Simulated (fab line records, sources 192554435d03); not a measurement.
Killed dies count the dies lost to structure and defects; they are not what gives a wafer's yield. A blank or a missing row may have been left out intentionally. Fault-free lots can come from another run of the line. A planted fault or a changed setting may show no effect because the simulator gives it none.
Chamber matching | flow n5-finfet | N5_BEOL_M2_ETCH_64 on rie-diel-01 has 4 sister chambers
The step etches SOC in N2/H2, target depth 75 nm, overetch 22.5 nm, time 121.9 s. 18 wafers are shown with their chamber, then 9 later ones without.

== WAFERS WITH THEIR CHAMBER ==
wafer  | chamber | showerhead-plenum-p-Torr (Torr) | drypump-motor-current-A (A) | throttle-valve-pct (%)
L074.2 | 1       | 2.58                            | 5.8                         | 17.75
L074.5 | 0       | 2.69                            | 5.7                         | 17.85
L074.6 | 3       | 2.55                            | 5.6                         | 17.90
L075.2 | 2       | 2.48                            | 6.3                         | 17.87
L075.3 | 1       | 2.58                            | 5.7                         | 17.74
L075.4 | 3       | 2.55                            | 5.6                         | 17.92
L078.1 | 2       | 2.47                            | 6.2                         | 17.88
L078.3 | 1       | 2.57                            | 5.8                         | 17.78
L078.5 | 0       | 2.68                            | 5.7                         | 17.87
L080.3 | 1       | 2.57                            | 5.8                         | 17.80
L080.5 | 1       | 2.57                            | 5.8                         | 17.77
L080.6 | 0       | 2.68                            | 5.8                         | 17.88
L082.1 | 2       | 2.47                            | 6.2                         | 17.88
L082.3 | 0       | 2.68                            | 5.7                         | 17.90
L082.4 | 1       | 2.57                            | 5.8                         | 17.79
L083.1 | 3       | 2.54                            | 5.6                         | 17.94
L083.4 | 0       | 2.68                            | 5.7                         | 17.92
L083.6 | 1       | 2.57                            | 5.8                         | 17.78

SIGNATURES (averages over the wafers above)
reading                  | chamber 0 | chamber 1 | chamber 2 | chamber 3 | scatter within a chamber
showerhead-plenum-p-Torr | 2.6820    | 2.5729    | 2.4733    | 2.5467    | 0.00504
drypump-motor-current-A  | 5.720     | 5.786     | 6.233     | 5.600     | 0.0407
throttle-valve-pct       | 17.8840   | 17.7729   | 17.8767   | 17.9200   | 0.0216
Rule: for each reading, subtract the chamber's mean from the wafer's reading, divide by that reading's scatter and square the result; add these up over the readings and take the root, which gives the wafer's distance from the chamber. If the next closest chamber is less than 2 further off than the closest, the wafer can't be placed; otherwise it belongs to the closest. The scatter is the square root of a quotient: the sum, over the shown wafers, of each reading's squared deviation from its chamber's mean, divided by wafers minus chambers.

== WAFERS MISSING THEIR CHAMBER ==
wafer  | showerhead-plenum-p-Torr (Torr) | drypump-motor-current-A (A) | throttle-valve-pct (%)
L085.2 | 2.47                            | 6.2                         | 17.91
L085.3 | 2.68                            | 5.8                         | 17.92
L085.6 | 2.54                            | 5.6                         | 17.97
L090.1 | 2.67                            | 5.7                         | 17.95
L090.4 | 2.56                            | 5.8                         | 17.83
L090.5 | 2.56                            | 5.8                         | 17.82
L096.1 | 2.46                            | 6.3                         | 17.94
L096.2 | 2.56                            | 5.8                         | 17.84
L096.3 | 2.53                            | 5.6                         | 18.00

== WHICH CHAMBER EACH ONE RAN IN ==
wafer  | from the rows above | in truth
L085.2 | 2                   | 2
L085.3 | 0                   | 0
L085.6 | 3                   | 3
L090.1 | 0                   | 0
L090.4 | 1                   | 1
L090.5 | 1                   | 1
L096.1 | 2                   | 2
L096.2 | 1                   | 1
L096.3 | 3                   | 3
9 of 9 placed correctly. Not placeable from these rows: 0. Number placed wrongly: 0.
